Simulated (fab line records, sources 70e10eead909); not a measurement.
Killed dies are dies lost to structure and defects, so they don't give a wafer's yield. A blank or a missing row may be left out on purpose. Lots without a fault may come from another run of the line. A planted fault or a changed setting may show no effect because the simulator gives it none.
Chamber matching | flow nand_harc | NHARC_A_CHANNEL_FILL_D2_ALD_25 on ald_hk-03: 4 sister chambers
The step deposits SiOx, target thk 60 nm, pulse time 10 s, ald cycles 600. 14 wafers are shown with their chamber, then 6 later ones without.

WAFERS WITH THEIR CHAMBER
wafer  | chamber | heater_power_w (W) | precursor_pulse_height_rel
L580.3 | 2       | 501                | 1.000
L580.4 | 0       | 520                | 1.017
L580.5 | 3       | 487                | 1.034
L591.3 | 3       | 500                | 0.986
L591.6 | 0       | 512                | 1.020
L593.1 | 1       | 447                | 1.002
L593.3 | 3       | 511                | 1.035
L593.4 | 0       | 514                | 1.014
L596.3 | 2       | 490                | 1.008
L596.4 | 3       | 504                | 1.013
L596.5 | 3       | 506                | 1.005
L598.2 | 1       | 462                | 0.973
L598.1 | 3       | 505                | 0.984
L598.6 | 1       | 447                | 0.988

SIGNATURES (means of the wafers above)
reading                    | chamber 0 | chamber 1 | chamber 2 | chamber 3 | scatter within a chamber
heater_power_w             | 515.33    | 452.00    | 495.50    | 502.17    | 7.64
precursor_pulse_height_rel | 1.01700   | 0.98767   | 1.00400   | 1.00950   | 0.0172
Rule: a wafer's distance from a chamber is the root of the sum, over the readings, of the square of ((its reading less the chamber's mean) divided by the reading's scatter). The wafer belongs to the nearest chamber; if the next one is less than 2 further off, it can't be placed. The scatter: the root of (the sum of the squares of (reading less its chamber's mean) over the shown wafers, divided by (wafers less chambers)).

WAFERS WITHOUT THEIR CHAMBER
wafer  | heater_power_w (W) | precursor_pulse_height_rel
L599.1 | 506                | 0.987
L599.5 | 489                | 1.029
L599.6 | 453                | 0.966
L601.1 | 485                | 0.978
L601.3 | 445                | 1.016
L601.5 | 515                | 0.990

WHICH CHAMBER EACH WENT THROUGH
wafer  | from the rows above          | in truth
L599.1 | can't be placed: 3 or 2 or 0 | 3
L599.5 | can't be placed: 2 or 3 or 0 | 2
L599.6 | 1                            | 1
L601.1 | can't be placed: 2 or 3      | 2
L601.3 | 1                            | 1
L601.5 | can't be placed: 0 or 3 or 2 | 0
Placed correctly: 2 of 6. Can't be placed from these rows: 4 (the true chamber is among the candidates in 4). Placed wrongly: 0.
